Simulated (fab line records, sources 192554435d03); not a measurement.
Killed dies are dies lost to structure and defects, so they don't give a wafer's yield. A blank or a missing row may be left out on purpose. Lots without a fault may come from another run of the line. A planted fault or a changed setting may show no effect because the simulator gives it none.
Chamber matching | flow n5_finfet | N5_BEOL_M2_ETCH_69 on rie_diel-05: 4 sister chambers
The step etches SiARC in CF4, target depth 15.6 nm, time 26 s. 24 wafers are shown with their chamber, then 12 later ones without.

WAFERS WITH THEIR CHAMBER
wafer  | chamber | drypump_motor_current_A (A) | throttle_valve_pct (%) | oes_product_au (a.u.)
L074.2 | 1       | 5.8                         | 15.48                  | 0.75
L074.3 | 2       | 6.7                         | 15.98                  | 0.60
L074.4 | 3       | 5.0                         | 15.48                  | 0.81
L078.2 | 1       | 5.8                         | 15.48                  | 0.74
L078.3 | 3       | 5.0                         | 15.52                  | 0.80
L078.4 | 2       | 6.7                         | 16.02                  | 0.60
L077.3 | 2       | 6.7                         | 16.01                  | 0.60
L077.5 | 1       | 5.8                         | 15.48                  | 0.74
L077.6 | 0       | 5.1                         | 15.47                  | 0.75
L079.1 | 3       | 5.0                         | 15.52                  | 0.81
L079.2 | 2       | 6.7                         | 16.01                  | 0.59
L079.6 | 0       | 5.1                         | 15.48                  | 0.74
L080.1 | 2       | 6.7                         | 16.03                  | 0.61
L080.3 | 0       | 5.1                         | 15.48                  | 0.75
L080.4 | 1       | 5.8                         | 15.49                  | 0.74
L083.1 | 1       | 5.8                         | 15.50                  | 0.73
L083.4 | 3       | 5.0                         | 15.53                  | 0.78
L083.5 | 1       | 5.8                         | 15.50                  | 0.73
L084.2 | 2       | 6.7                         | 16.04                  | 0.60
L084.3 | 3       | 5.0                         | 15.54                  | 0.78
L084.6 | 1       | 5.8                         | 15.50                  | 0.73
L085.2 | 0       | 5.1                         | 15.50                  | 0.73
L085.4 | 2       | 6.7                         | 16.03                  | 0.60
L085.5 | 3       | 4.9                         | 15.54                  | 0.77

SIGNATURES (means of the wafers above)
reading                 | chamber 0 | chamber 1 | chamber 2 | chamber 3 | scatter within a chamber
drypump_motor_current_A | 5.100     | 5.800     | 6.700     | 4.983     | 0.0204
throttle_valve_pct      | 15.4825   | 15.4900   | 16.0171   | 15.5217   | 0.0172
oes_product_au          | 0.7425    | 0.7371    | 0.6000    | 0.7917    | 0.0107
Rule: a wafer's distance from a chamber is the root of the sum, over the readings, of the square of ((its reading less the chamber's mean) divided by the reading's scatter). The wafer belongs to the nearest chamber; if the next one is less than 2 further off, it can't be placed. The scatter: the root of (the sum of the squares of (reading less its chamber's mean) over the shown wafers, divided by (wafers less chambers)).

WAFERS WITHOUT THEIR CHAMBER
wafer  | drypump_motor_current_A (A) | throttle_valve_pct (%) | oes_product_au (a.u.)
L087.3 | 5.7                         | 15.51                  | 0.72
L087.5 | 5.1                         | 15.51                  | 0.73
L087.6 | 5.0                         | 15.55                  | 0.77
L089.1 | 5.8                         | 15.55                  | 0.71
L089.2 | 6.7                         | 16.06                  | 0.59
L089.3 | 5.0                         | 15.56                  | 0.76
L096.4 | 5.1                         | 15.56                  | 0.70
L096.5 | 5.1                         | 15.53                  | 0.70
L096.6 | 5.8                         | 15.54                  | 0.70
L097.2 | 6.7                         | 16.08                  | 0.58
L097.4 | 5.8                         | 15.55                  | 0.69
L097.6 | 5.0                         | 15.61                  | 0.73

WHICH CHAMBER EACH WENT THROUGH
wafer  | from the rows above     | in truth
L087.3 | 1                       | 1
L087.5 | 0                       | 0
L087.6 | 3                       | 3
L089.1 | 1                       | 1
L089.2 | 2                       | 2
L089.3 | 3                       | 3
L096.4 | 0                       | 0
L096.5 | 0                       | 0
L096.6 | 1                       | 1
L097.2 | 2                       | 2
L097.4 | 1                       | 1
L097.6 | can't be placed: 3 or 0 | 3
Placed correctly: 11 of 12. Can't be placed from these rows: 1 (the true chamber is among the candidates in 1). Placed wrongly: 0.
